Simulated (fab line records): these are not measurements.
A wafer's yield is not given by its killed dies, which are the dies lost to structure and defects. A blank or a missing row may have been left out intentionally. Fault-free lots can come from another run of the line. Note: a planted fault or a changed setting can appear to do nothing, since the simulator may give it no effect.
The tool behind it: which one? | flow nand_harc | 13 lots, 39 wafers sampled, at 5 steps of a route of 1302

== WHAT THE GAUGES SHOWED, per wafer ==
NHARC_A_BONDPAD_CD_MEAS_13. Usual: 498.7 nm for cd_nm, sd 2.5.
lot  | measured     | on        | cd_nm (nm)        | flag
L417 | day 23 02:35 | cd_sem-03 | 502.1 496.1 502.4 |
L416 | day 23 07:33 | cd_sem-01 | 499.2 497.7 500.4 |
L418 | day 23 18:44 | cd_sem-02 | 499.4 496.8 500.2 |
L419 | day 24 08:09 | cd_sem-02 | 502.9 500.7 495.7 |
L421 | day 24 21:49 | cd_sem-03 | 502.9 499.9 496.6 |
L422 | day 25 08:54 | cd_sem-01 | 497.8 499.2 499.6 |
L423 | day 25 13:02 | cd_sem-03 | 502.1 495.7 503.8 |
L425 | day 26 23:28 | cd_sem-02 | 497.6 501.2 501.0 |
L430 | day 28 21:22 | cd_sem-03 | 496.2 500.3 498.8 |
L431 | day 30 09:22 | cd_sem-03 | 499.5 497.4 495.1 |
L432 | day 30 10:50 | cd_sem-02 | 500.2 498.7 501.6 |
L434 | day 31 02:42 | cd_sem-01 | 500.5 496.5 494.1 |
L437 | day 33 01:30 | cd_sem-02 | 495.8 496.6 499.1 |

NHARC_END_SORT_01. Usual: value, then standard deviation, for each; defect_limited_yield 90 % / 4.1; killed_at_array 63 / 27; killed_at_other 0.7 / 1.2; killed_at_periphery 3.1 / 2; killed_dies 67 / 28; killed_open 3.0 / 1.9; killed_short 2.2 / 1.5.
lot  | measured     | on        | defect_limited_yield (%) | killed_at_array | killed_at_other | killed_at_periphery | killed_dies | killed_open | killed_short | flag
L430 | day 30 03:14 | prober-02 | 90 91                    | 61 52           | 0 0             | 5 8                 | 66 60       | 2 2         | 3 0          |
L431 | day 31 19:33 | prober-01 | 0 89 88                  | 74 70 74        | 601 0 0         | 2 3 5               | 677 73 79   | 0 2 5       | 2 2 3        | OFF
L434 | day 32 05:50 | prober-01 | 0 92 93                  | 60 48 44        | 613 1 0         | 4 2 3               | 677 51 47   | 1 0 2       | 2 1 0        | OFF

== TOOL THAT RAN EACH LOT (tool first, then ch and the chambers of the sampled wafers, then the start) ==
lot  | NHARC_A_BONDPAD_ETCH_24                       | NHARC_HYBRID_BOND_ACTIVATE_00      | NHARC_THIN_TSV_PVD_51
L417 | rie_diel-02 ch 0,1,2, day 23 05:02 or earlier | rie_diel-11 ch 0,1, day 23 05:02   | pvd_sputter-02, day 23 22:11
L416 | rie_diel-13 ch 2,3, day 23 09:51 or earlier   | rie_diel-11 ch 1,2,3, day 23 09:51 | pvd_sputter-03, day 24 02:26
L418 | rie_diel-06 ch 1,2,3, day 23 21:02 or earlier | rie_diel-12 ch 0,1,3, day 23 21:02 | pvd_sputter-03, day 24 12:25
L419 | rie_diel-02 ch 0,1,2, day 24 10:26 or earlier | rie_diel-12 ch 0,2,3, day 24 10:26 | pvd_sputter-02, day 25 02:44
L421 | rie_diel-13 ch 0,1,2, day 25 00:07 or earlier | rie_diel-11 ch 0,1,2, day 25 00:07 | pvd_sputter-03, day 25 17:32
L422 | rie_diel-13 ch 1,2,3, day 25 11:14 or earlier | rie_diel-12 ch 0,2,3, day 25 11:14 | pvd_sputter-02, day 26 02:28
L423 | rie_diel-13 ch 1,2, day 25 15:20 or earlier   | rie_diel-11 ch 0,3, day 25 15:20   | pvd_sputter-02, day 26 10:29
L425 | rie_diel-02 ch 1,2, day 26 23:44              | rie_diel-11 ch 1,2,3, day 27 01:51 | pvd_sputter-01, day 27 17:01
L430 | rie_diel-13 ch 0,1,3, day 28 23:56 or earlier | rie_diel-11 ch 1,2,3, day 28 23:56 | pvd_sputter-03, day 29 14:14
L431 | rie_diel-06 ch 0,1,2, day 30 09:38            | rie_diel-11 ch 1,2,3, day 30 11:46 | pvd_sputter-02, day 31 04:34
L432 | rie_diel-06 ch 0,1,2, day 30 11:05            | rie_diel-11 ch 0,1,2, day 30 13:14 | pvd_sputter-01, day 31 05:32
L434 | rie_diel-02 ch 0,1,3, day 31 05:02 or earlier | rie_diel-12 ch 1,2, day 31 05:02   | pvd_sputter-02, day 31 20:52
L437 | rie_diel-02 ch 0,1,3, day 33 03:50 or earlier | rie_diel-11 ch 1,2,3, day 33 03:50 | pvd_sputter-01, day 34 03:11
- NHARC_A_BONDPAD_ETCH_24: etches the open film in CF4/N2, target depth 30 nm, time 72.99 s.
- NHARC_HYBRID_BOND_ACTIVATE_00: chemistry N2, time 60 s.
- NHARC_THIN_TSV_PVD_51: deposits Cu, target thk 100 nm.

== WHAT THE TOOLS THEMSELVES READ (means of the sampled wafers that have a number; where no wafer has one, the mark that the record gives instead) ==
NHARC_A_BONDPAD_ETCH_24. Usual: drypump_motor_current_A 5.8 A, standard deviation 0.42; oes_product_au 0.998 a.u., standard deviation 0.014; rf_vpp_V 314.6 V, standard deviation 1.9; showerhead_plenum_p_Torr 2.66 Torr, standard deviation 0.095; throttle_valve_pct 19.793 %, standard deviation 0.0086.
lot  | tool        | drypump_motor_current_A (A) | oes_product_au (a.u.) | rf_vpp_V (V) | showerhead_plenum_p_Torr (Torr) | throttle_valve_pct (%) | flag
L417 | rie_diel-02 | 5.5                         | 0.997                 | 314.1        | 2.61                            | 19.796                 |
L416 | rie_diel-13 | 6.2                         | 1.007                 | 314.7        | 2.68                            | 19.795                 |
L418 | rie_diel-06 | 5.7                         | 1.005                 | 313.3        | 2.61                            | 19.792                 |
L419 | rie_diel-02 | 5.5                         | 0.998                 | 314.5        | 2.61                            | 19.799                 |
L421 | rie_diel-13 | 6.4                         | 1.007                 | 315.3        | 2.69                            | 19.786                 |
L422 | rie_diel-13 | 6.2                         | 0.996                 | 316.2        | 2.74                            | 19.795                 |
L423 | rie_diel-13 | 6.4                         | 0.995                 | 315.2        | 2.74                            | 19.789                 |
L425 | rie_diel-02 | 5.7                         | 0.987                 | 312.7        | 2.54                            | 19.786                 |
L430 | rie_diel-13 | 6.1                         | 1.001                 | 316.4        | 2.76                            | 19.794                 |
L431 | rie_diel-06 | 6.0                         | 1.011                 | 313.0        | 2.62                            | 19.796                 |
L432 | rie_diel-06 | 6.0                         | 1.015                 | 314.4        | 2.62                            | 19.794                 |
L434 | rie_diel-02 | 5.4                         | 0.990                 | 315.4        | 2.67                            | 19.792                 |
L437 | rie_diel-02 | 5.4                         | 0.998                 | 314.8        | 2.67                            | 19.793                 |

NHARC_HYBRID_BOND_ACTIVATE_00. Usual: drypump_motor_current_A 5.64 A, standard deviation 0.28; oes_product_au 1.004 a.u., standard deviation 0.012; rf_vpp_V 64.2 V, standard deviation 0.98; showerhead_plenum_p_Torr 1.78 Torr, standard deviation 0.08.
lot  | tool        | drypump_motor_current_A (A) | oes_product_au (a.u.) | rf_vpp_V (V) | showerhead_plenum_p_Torr (Torr) | flag
L417 | rie_diel-11 | 5.62                        | 1.005                 | 63.6         | 1.82                            |
L416 | rie_diel-11 | 5.46                        | 0.998                 | 65.3         | 1.77                            |
L418 | rie_diel-12 | 5.82                        | 1.003                 | 64.0         | 1.75                            |
L419 | rie_diel-12 | 5.71                        | 1.006                 | 62.8         | 1.76                            |
L421 | rie_diel-11 | 5.52                        | 1.004                 | 63.8         | 1.81                            |
L422 | rie_diel-12 | 5.71                        | 1.005                 | 64.6         | 1.76                            |
L423 | rie_diel-11 | 5.80                        | 1.003                 | 63.8         | 1.79                            |
L425 | rie_diel-11 | 5.47                        | 1.011                 | 63.6         | 1.77                            |
L430 | rie_diel-11 | 5.48                        | 1.005                 | 64.1         | 1.77                            |
L431 | rie_diel-11 | 5.47                        | 1.019                 | 64.3         | 1.76                            |
L432 | rie_diel-11 | 5.51                        | 1.007                 | 63.8         | 1.81                            |
L434 | rie_diel-12 | 5.63                        | 1.011                 | 64.2         | 1.66                            |
L437 | rie_diel-11 | 5.48                        | 1.007                 | 63.3         | 1.76                            |

NHARC_THIN_TSV_PVD_51. Usual: 30.0 % for throttle_valve_pct, sd 0.66.
lot  | tool           | throttle_valve_pct (%) | flag
L417 | pvd_sputter-02 | 30.2                   |
L416 | pvd_sputter-03 | 29.7                   |
L418 | pvd_sputter-03 | 30.9                   |
L419 | pvd_sputter-02 | 30.4                   |
L421 | pvd_sputter-03 | 30.2                   |
L422 | pvd_sputter-02 | 30.2                   |
L423 | pvd_sputter-02 | 30.3                   |
L425 | pvd_sputter-01 | 29.7                   |
L430 | pvd_sputter-03 | 30.0                   |
L431 | pvd_sputter-02 | 30.4                   |
L432 | pvd_sputter-01 | 29.7                   |
L434 | pvd_sputter-02 | 29.8                   |
L437 | pvd_sputter-01 | 29.3                   |

== THE ANSWER, worked out from the rows above alone ==
Rule: a lot is off if the mean of its wafers that have a number lies more than 3 standard deviations from the usual mean. Also off: a lot with no number at a reading for which 4 or more lots have one. The other lots that the step has rows for count as sound. After the gauges, taken in route order, come the tools' own readings; for these a lot's mean is taken, as printed above. At the first step where some lot is off, the reading lying furthest off is the one used; lots without a number count as furthest.
Off: L431, L434, at NHARC_END_SORT_01 (killed_at_other). Neither off nor sound, because the step has no rows for them: L417, L416, L418, L419, L421, L422, L423, L425, L432, L437.
If a tool, at a process step before that reading, ran all the lots that are off and no sound lot after the first of them, it fits. The gauges at NHARC_END_SORT_01 are tried like those tools. NHARC_A_BONDPAD_ETCH_24: start missing for some lots; hours and lot order therefore follow NHARC_HYBRID_BOND_ACTIVATE_00. Can't be told from this: 2 tools fit, pvd_sputter-02 at NHARC_THIN_TSV_PVD_51, prober-01 at NHARC_END_SORT_01.

== WHAT THE SIMULATOR PUT IN ==
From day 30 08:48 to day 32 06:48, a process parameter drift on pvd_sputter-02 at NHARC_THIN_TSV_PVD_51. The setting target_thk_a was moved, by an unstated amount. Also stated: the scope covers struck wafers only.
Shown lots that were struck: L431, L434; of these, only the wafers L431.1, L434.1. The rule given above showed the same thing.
